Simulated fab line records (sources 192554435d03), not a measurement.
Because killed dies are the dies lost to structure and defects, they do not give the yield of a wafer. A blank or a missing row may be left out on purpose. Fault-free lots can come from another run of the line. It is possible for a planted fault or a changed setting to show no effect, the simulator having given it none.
Split-lot experiment + flow n5 finfet + 7 lots, 21 wafers read, on a route of 1938 steps

== SPLIT DETAILS ==
At N5_BEOL_M0_SAQP_PECVD_96 (deposits a-Si from SiH4/He, target thk 45 nm, time 45.2 s), the setting time s was moved away from the recipe's 45.2 s on 8 of the 21 wafers read, by -11.0% to +10.6%. For the rest of the wafers, this setting stayed at what the recipe calls for.

== FROM THE SPLIT TO THE READING: what the file shows between them, 9 steps ==
- N5_BEOL_M0_SAQP_PEB_12: peb time 60 s (also split here: peb time s)
- N5_BEOL_M0_SAQP_DEVELOP_13: develop time 30 s
- N5_BEOL_M0_SAQP_CD_MEAS_14: target cd 42.5 nm
- N5_BEOL_M0_SAQP_ETCH_101: etches SiNx in CH3F/O2, target depth 29.9 nm, time 42.7 s
- N5_BEOL_M0_SAQP_ETCH_102: etches SiO2 in CF4, target depth 4 nm, time 4.4 s
- N5_BEOL_M0_SAQP_MANDREL_ETCH_103: etches a-Si in HBr/Cl2, stops on SiCN, target depth 45 nm, bt time 10 s, time 27 s
- N5_BEOL_M0_SAQP_RECESS_104: chemistry HF/NH3, target SiO2, target depth 18 nm, afs cycles 3, sublimation time 60 s
- N5_BEOL_M0_SAQP_COAT_105: time 60 s, resist thk 100 nm
- N5_BEOL_M0_SAQP_ETCH_106: etches SOC in N2/H2, stops on SiNx, target depth 150 nm

== THE READING ==
a-Si_of_BEOL_M0_SAQP_PECVD_96.thk nm (the simulator's own value, which no gauge read), in nm, at N5_BEOL_M0_SAQP_ETCH_107 (etches SiNx in CH3F/O2, target depth 30 nm). The file does not state a usual value for it. Here, 13 wafers ran the recipe; their average is 44.6 nm with a standard deviation of 0.64 nm.

| wafer  | tool, chamber at the split | time s as run, s | against the recipe | a-Si_of_BEOL_M0_SAQP_PECVD_96.thk nm, nm | against lot-mates on the recipe |
|--------|----------------------------|------------------|--------------------|------------------------------------------|---------------------------------|
| L075.2 | pecvd-04, 2                | 45.2             | recipe             | 44                                       | -                               |
| L075.4 | pecvd-04, 1                | 45.2             | recipe             | 45.4                                     | -                               |
| L075.5 | pecvd-04, 2                | 45.2             | recipe             | 44.8                                     | -                               |
| L078.1 | pecvd-02, 1                | 49.22            | +8.9%              | 48.6                                     | +3.8                            |
| L078.3 | pecvd-02, 2                | 45.2             | recipe             | 44.8                                     | -                               |
| L078.5 | pecvd-02, 1                | 49.22            | +8.9%              | 49.2                                     | +4.4                            |
| L077.4 | pecvd-04, 1                | 45.2             | recipe             | 45.2                                     | -                               |
| L077.5 | pecvd-04, 1                | 45.2             | recipe             | 44.8                                     | -                               |
| L077.6 | pecvd-04, 2                | 42.24            | -6.5%              | 41.6                                     | -3.4                            |
| L081.2 | pecvd-03, 2                | 45.2             | recipe             | 43.8                                     | -                               |
| L081.5 | pecvd-03, 2                | 49.94            | +10.5%             | 49                                       | +4.2                            |
| L081.6 | pecvd-03, 0                | 45.2             | recipe             | 45.8                                     | -                               |
| L082.1 | pecvd-03, 2                | 45.2             | recipe             | 43.6                                     | -                               |
| L082.4 | pecvd-03, 0                | 50.01            | +10.6%             | 50.4                                     | +6.8                            |
| L082.5 | pecvd-03, 2                | 50.01            | +10.6%             | 48.8                                     | +5.2                            |
| L084.2 | pecvd-04, 1                | 45.2             | recipe             | 44.2                                     | -                               |
| L084.3 | pecvd-04, 2                | 45.2             | recipe             | 43.8                                     | -                               |
| L084.6 | pecvd-04, 0                | 45.2             | recipe             | 44.6                                     | -                               |
| L086.1 | pecvd-04, 1                | 40.25            | -11.0%             | 38.6                                     | -5.8                            |
| L086.2 | pecvd-04, 2                | 40.25            | -11.0%             | 38.4                                     | -6.0                            |
| L086.3 | pecvd-04, 0                | 45.2             | recipe             | 44.4                                     | -                               |

THE FIT
A straight line over all 21 wafers: a-Si_of_BEOL_M0_SAQP_PECVD_96.thk nm changes by +0.496 nm for each +1% of time s; r = +0.98; the points scatter about the line by 0.65 nm.
The same after taking each lot's own level away (the mean of its wafers on the recipe; 21 wafers): +0.512 nm for each +1%; r = +0.98; scatter 0.62 nm.
On that fit, the largest move of time s shifts the reading by 5.6 nm.
Measured against the standard deviation above, the lots' own levels, which go from 43.60 to 45.00 nm, span 2.2 times it.
Hence the lot-to-lot level has little effect on the slope; both slopes agree.
Check: for one of the wafers moved furthest among these (-11.0%), held out of the fit, the line's prediction against its lot-mates is -5.64 nm. It came out at -5.8 nm against them.

== THESE WAFERS: OTHER SPLITS ==
Before the reading, these wafers also passed through other splits. Each is held against what the fit with the lots' levels taken away leaves over:
| other split on the same wafers          | wafers away from the commonest value | r with a-Si_of_BEOL_M0_SAQP_PECVD_96.thk nm (lot level and that fit taken away) |
|-----------------------------------------|--------------------------------------|---------------------------------------------------------------------------------|
| N5_HKMG_FIN_PEB_10 peb time s           | 8                                    | +0.38                                                                           |
| N5_MOL_CONTACT_COAG_EXPOSE_05 dose mj   | 3                                    | -0.04                                                                           |
| N5_MOL_CONTACT_COAG_ETCH_105 bias w     | 11                                   | +0.15                                                                           |
| N5_MOL_CONTACT_COAG_ETCHBACK_135 time s | 8                                    | -0.01                                                                           |
| N5_MOL_CONTACT_COAG_VIA_ETCH_46 bias w  | 6                                    | -0.11                                                                           |
| N5_BEOL_M0_SAQP_PEB_12 peb time s       | 6                                    | +0.25                                                                           |

== THE WHOLE CHAIN: every reading that the file lists as answering this split, in the file's order ==
| step                             | what it does                                                                       | reading                                                                               | change (the file's fit)               | r (the file's) |
|----------------------------------|------------------------------------------------------------------------------------|---------------------------------------------------------------------------------------|---------------------------------------|----------------|
| N5_BEOL_M0_SAQP_PECVD_96         | deposits a-Si from SiH4/He, target thk 45 nm, time 45.2 s                          | a-Si_of_BEOL_M0_SAQP_PECVD_96.thk nm (the simulator's own value, which no gauge read) | +0.495 nm for each +1% of the setting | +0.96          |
| N5_BEOL_M0_SAQP_MANDREL_ETCH_103 | etches a-Si in HBr/Cl2, stops on SiCN, target depth 45 nm, bt time 10 s, time 27 s | etch.depth nm (the simulator's own value, which no gauge read)                        | +0.499 nm for each +1% of the setting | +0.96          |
| N5_BEOL_M0_SAQP_ETCH_107         | etches SiNx in CH3F/O2, target depth 30 nm                                         | a-Si_of_BEOL_M0_SAQP_PECVD_96.thk nm (the simulator's own value, which no gauge read) | +0.497 nm for each +1% of the setting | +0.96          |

== FILE'S OWN FIT ==
a-Si_of_BEOL_M0_SAQP_PECVD_96.thk nm changes by +0.497 nm for each +1% of time s, r = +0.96.
